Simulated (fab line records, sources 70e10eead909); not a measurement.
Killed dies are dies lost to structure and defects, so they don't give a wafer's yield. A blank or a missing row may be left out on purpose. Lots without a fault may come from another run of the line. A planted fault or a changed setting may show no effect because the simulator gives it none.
Which tool did it? | flow nand_harc | 12 lots, 36 wafers sampled, at 5 steps of a route of 1302

WHAT THE GAUGES READ, wafer by wafer
NHARC_END_SORT_01. Usual: killed_at_array 46, standard deviation 15; killed_at_other 0.8, standard deviation 1.1; killed_at_periphery 4.0, standard deviation 2.9; killed_dies 50, standard deviation 15; killed_open 3.2, standard deviation 1.8; killed_short 2.3, standard deviation 1.6.
lot  | measured     | on        | killed_at_array | killed_at_other | killed_at_periphery | killed_dies | killed_open | killed_short | flag
L316 | day 24 12:54 | prober-01 | 31 15 17        | 0 0 2           | 4 3 2               | 35 18 21    | 5 1 2       | 5 5 3        |
L319 | day 25 08:39 | prober-01 | 58 46 54        | 2 1 0           | 7 10 9              | 67 57 63    | 4 5 3       | 2 5 3        |
L321 | day 26 02:25 | prober-02 | 64 53 70        | 1 0 1           | 5 5 6               | 70 58 77    | 7 3 7       | 1 2 0        |
L322 | day 27 00:16 | prober-02 | 40 33 33        | 0 0 0           | 0 7 2               | 40 40 35    | 2 1 1       | 2 1 2        |
L324 | day 27 14:41 | prober-01 | 20 25 21        | 0 1 0           | 2 5 5               | 22 31 26    | 3 3 1       | 0 0 1        |
L325 | day 28 02:10 | prober-02 | 63 64 57        | 3 0 3           | 8 5 4               | 74 69 64    | 0 3 5       | 4 2 6        |
L326 | day 29 11:52 | prober-01 | 34 30 36        | 0 0 0           | 3 5 3               | 37 35 39    | 2 6 3       | 1 2 3        |
L329 | day 29 21:22 | prober-01 | 40 52 40        | 0 1 0           | 10 6 2              | 50 59 42    | 4 3 5       | 1 6 1        |
L337 | day 32 18:00 | prober-01 | 36 36 31        | 0 0 0           | 6 4 6               | 42 40 37    | 3 4 5       | 5 2 0        |
L336 | day 33 04:43 | prober-02 | 42 44 52        | 0 2 0           | 5 3 4               | 47 49 56    | 1 3 2       | 1 2 3        |
L338 | day 33 09:38 | prober-01 | 39 52 29        | 2 1 1           | 1 4 4               | 42 57 34    | 1 3 2       | 1 4 0        |
L339 | day 34 00:09 | prober-01 | 20 27 23        | 0 1 1           | 9 5 10              | 29 33 34    | 2 4 6       | 0 4 1        |

WHICH TOOL RAN EACH LOT (tool, then ch and the chambers of the sampled wafers, then the start)
lot  | NHARC_A_STAIRCASE_DESCUM_270       | NHARC_A_STAIRCASE_DESCUM_291       | NHARC_A_STAIRCASE_ETCH_294         | NHARC_A_STAIRCASE_HM_DEP_462
L316 | rie_diel-10 ch 1,2,3, day 16 16:45 | rie_diel-10 ch 1,3, day 16 22:37   | rie_diel-10 ch 2,3, day 16 23:20   | acl_dep-01 ch 0, day 17 01:07
L319 | rie_diel-01 ch 0,2,3, day 17 13:52 | rie_diel-05 ch 0,3, day 17 21:43   | rie_diel-05 ch 1,2, day 17 22:24   | acl_dep-02 ch 0, day 18 04:46
L321 | rie_diel-01 ch 0,1, day 18 06:35   | rie_diel-01 ch 0,2,3, day 18 13:06 | rie_diel-01 ch 0,1,3, day 18 14:29 | acl_dep-03 ch 0, day 18 16:10
L322 | rie_diel-05 ch 0,1,3, day 18 20:34 | rie_diel-10 ch 1,2,3, day 19 07:18 | rie_diel-10 ch 2,3, day 19 08:20   | acl_dep-02 ch 0, day 19 13:45
L324 | rie_diel-10 ch 0,1,2, day 19 21:41 | rie_diel-05 ch 0,1,2, day 20 06:53 | rie_diel-05 ch 0,2,3, day 20 07:29 | acl_dep-03 ch 0, day 20 09:08
L325 | rie_diel-10 ch 2,3, day 20 07:50   | rie_diel-05 ch 1,2, day 20 18:12   | rie_diel-05 ch 0,3, day 20 19:07   | acl_dep-03 ch 0, day 20 20:47
L326 | rie_diel-05 ch 0,1,2, day 20 22:17 | rie_diel-10 ch 1,2, day 21 04:07   | rie_diel-10 ch 1,3, day 21 04:43   | acl_dep-02 ch 0, day 21 07:17
L329 | rie_diel-01 ch 0,1, day 21 20:25   | rie_diel-05 ch 2,3, day 22 02:18   | rie_diel-05 ch 0,1,2, day 22 03:04 | acl_dep-01 ch 0, day 22 05:33
L337 | rie_diel-01 ch 1,3, day 24 20:49   | rie_diel-10 ch 0,1,3, day 25 04:35 | rie_diel-10 ch 0,1,2, day 25 05:21 | acl_dep-03 ch 0, day 25 06:49
L336 | rie_diel-10 ch 1,2, day 24 22:22   | rie_diel-05 ch 1,2,3, day 25 04:44 | rie_diel-05 ch 0,2,3, day 25 05:34 | acl_dep-01 ch 0, day 25 08:16
L338 | rie_diel-10 ch 1,2,3, day 25 00:31 | rie_diel-10 ch 0,2,3, day 25 06:33 | rie_diel-10 ch 1,3, day 25 07:08   | acl_dep-02 ch 0, day 25 10:10
L339 | rie_diel-01 ch 0,2,3, day 26 09:29 | rie_diel-05 ch 0,1,2, day 26 18:43 | rie_diel-05 ch 0,1,3, day 26 19:19 | acl_dep-02 ch 0, day 26 23:35
- NHARC_A_STAIRCASE_DESCUM_270: chemistry O2, time 3 s.
- NHARC_A_STAIRCASE_DESCUM_291: chemistry O2, time 3 s.
- NHARC_A_STAIRCASE_ETCH_294: etches the open film in C4F8/O2/Ar, target depth 4989 nm, time 1211.6 s.
- NHARC_A_STAIRCASE_HM_DEP_462: deposits aC, target thk 800 nm.

WHAT THE TOOLS THEMSELVES READ (means of the sampled wafers that have a number; where no wafer has one, the mark that the record gives instead)
NHARC_A_STAIRCASE_DESCUM_270. Usual: drypump_motor_current_A 5.6 A, standard deviation 0.46; oes_product_au 1.002 a.u., standard deviation 0.0078; rf_vpp_V 57.8 V, standard deviation 0.89; showerhead_plenum_p_Torr 1.93 Torr, standard deviation 0.068; throttle_valve_pct 11.313 %, standard deviation 0.0093.
lot  | tool        | drypump_motor_current_A (A) | oes_product_au (a.u.) | rf_vpp_V (V) | showerhead_plenum_p_Torr (Torr) | throttle_valve_pct (%) | flag
L316 | rie_diel-10 | 6.0                         | 0.986                 | 57.6         | 1.95                            | 11.307                 |
L319 | rie_diel-01 | 5.6                         | 1.006                 | 57.8         | 1.94                            | 11.318                 |
L321 | rie_diel-01 | 5.7                         | 1.006                 | 58.2         | 1.98                            | 11.309                 |
L322 | rie_diel-05 | 5.6                         | 0.995                 | 57.7         | 1.86                            | 11.315                 |
L324 | rie_diel-10 | 5.7                         | 1.001                 | 57.7         | 1.97                            | 11.315                 |
L325 | rie_diel-10 | 5.9                         | 1.011                 | 58.8         | 1.96                            | 11.316                 |
L326 | rie_diel-05 | 5.4                         | 1.002                 | 56.6         | 1.92                            | 11.322                 |
L329 | rie_diel-01 | 5.9                         | 0.999                 | 58.7         | 2.00                            | 11.317                 |
L337 | rie_diel-01 | 5.9                         | 1.002                 | 57.1         | 1.96                            | 11.309                 |
L336 | rie_diel-10 | 6.0                         | 1.006                 | 58.1         | 1.98                            | 11.308                 |
L338 | rie_diel-10 | 6.0                         | 1.010                 | 57.5         | 1.92                            | 11.311                 |
L339 | rie_diel-01 | 5.6                         | 1.000                 | 57.8         | 1.92                            | 11.315                 |

NHARC_A_STAIRCASE_DESCUM_291. Usual: drypump_motor_current_A 5.6 A, standard deviation 0.48; oes_product_au 1.004 a.u., standard deviation 0.007; rf_vpp_V 57.8 V, standard deviation 0.95; showerhead_plenum_p_Torr 1.92 Torr, standard deviation 0.074; throttle_valve_pct 11.312 %, standard deviation 0.0094.
lot  | tool        | drypump_motor_current_A (A) | oes_product_au (a.u.) | rf_vpp_V (V) | showerhead_plenum_p_Torr (Torr) | throttle_valve_pct (%) | flag
L316 | rie_diel-10 | 6.0                         | 0.999                 | 57.3         | 1.89                            | 11.302                 |
L319 | rie_diel-05 | 5.3                         | 1.006                 | 57.2         | 1.88                            | 11.314                 |
L321 | rie_diel-01 | 5.6                         | 1.013                 | 57.1         | 1.94                            | 11.309                 |
L322 | rie_diel-10 | 6.0                         | 1.010                 | 57.7         | 1.94                            | 11.308                 |
L324 | rie_diel-05 | 5.4                         | 1.008                 | 58.2         | 1.92                            | 11.312                 |
L325 | rie_diel-05 | 5.7                         | 1.003                 | 57.2         | 1.87                            | 11.315                 |
L326 | rie_diel-10 | 6.2                         | 1.001                 | 58.8         | 1.97                            | 11.307                 |
L329 | rie_diel-05 | 5.1                         | 1.004                 | 56.9         | 1.90                            | 11.310                 |
L337 | rie_diel-10 | 5.8                         | 1.014                 | 58.4         | 1.90                            | 11.314                 |
L336 | rie_diel-05 | 5.4                         | 1.001                 | 57.6         | 1.87                            | 11.310                 |
L338 | rie_diel-10 | 5.5                         | 1.000                 | 58.0         | 1.92                            | 11.311                 |
L339 | rie_diel-05 | 5.4                         | 0.999                 | 57.7         | 1.90                            | 11.308                 |

NHARC_A_STAIRCASE_ETCH_294. Usual: bias_w 2999 W, standard deviation 10; oes_product_au 0.936 a.u., standard deviation 0.0086; rf_vpp_V 1828 V, standard deviation 9.7; run_length_s 1232.9 s, standard deviation 0.59.
lot  | tool        | bias_w (W) | oes_product_au (a.u.) | rf_vpp_V (V) | run_length_s (s) | flag
L316 | rie_diel-10 | 3005       | 0.926                 | 1826         | 1232.9           |
L319 | rie_diel-05 | 3008       | 0.942                 | 1831         | 1233.3           |
L321 | rie_diel-01 | 3000       | 0.936                 | 1835         | 1232.6           |
L322 | rie_diel-10 | 2993       | 0.948                 | 1826         | 1233.1           |
L324 | rie_diel-05 | 3009       | 0.944                 | 1830         | 1233.0           |
L325 | rie_diel-05 | -          | 0.932                 | 1823         | 760.9            | OFF
L326 | rie_diel-10 | 2986       | 0.933                 | 1822         | 1232.8           |
L329 | rie_diel-05 | -          | 0.945                 | 1827         | 761.8            | OFF
L337 | rie_diel-10 | 3009       | 0.946                 | 1832         | 1232.7           |
L336 | rie_diel-05 | 3000       | 0.937                 | 1827         | 1233.1           |
L338 | rie_diel-10 | 3002       | 0.941                 | 1820         | 1232.9           |
L339 | rie_diel-05 | 2991       | 0.933                 | 1818         | 1233.2           |

NHARC_A_STAIRCASE_HM_DEP_462. Usual: throttle_valve_pct 35.000 %, standard deviation 0.0084.
lot  | tool       | throttle_valve_pct (%) | flag
L316 | acl_dep-01 | 34.993                 |
L319 | acl_dep-02 | 34.998                 |
L321 | acl_dep-03 | 34.998                 |
L322 | acl_dep-02 | 35.006                 |
L324 | acl_dep-03 | 35.000                 |
L325 | acl_dep-03 | 35.002                 |
L326 | acl_dep-02 | 35.005                 |
L329 | acl_dep-01 | 34.994                 |
L337 | acl_dep-03 | 35.000                 |
L336 | acl_dep-01 | 34.999                 |
L338 | acl_dep-02 | 35.007                 |
L339 | acl_dep-02 | 34.995                 |

THE ANSWER, worked out from the rows above alone
Rule: a lot is off if the mean of its wafers that have a number lies more than 3 standard deviations from the usual mean. A lot without any number at a reading at which 4 lots or more have one is off too. The other lots that the step has rows for count as sound. The gauges are gone through in route order, then the tools' own readings, and for those a lot's mean is taken as printed above. The first step at which some lot is off is used, and at that step the reading that is off furthest; a lot without a number counts as furthest.
Off: L325, L329, at NHARC_A_STAIRCASE_ETCH_294 (bias_w). Without a number there: L325, L329.
A tool fits if, at that step or a process step before it, it ran every lot that is off, and no sound lot after the first of them. None of those tried fits.

WHAT THE SIMULATOR HAD PUT IN
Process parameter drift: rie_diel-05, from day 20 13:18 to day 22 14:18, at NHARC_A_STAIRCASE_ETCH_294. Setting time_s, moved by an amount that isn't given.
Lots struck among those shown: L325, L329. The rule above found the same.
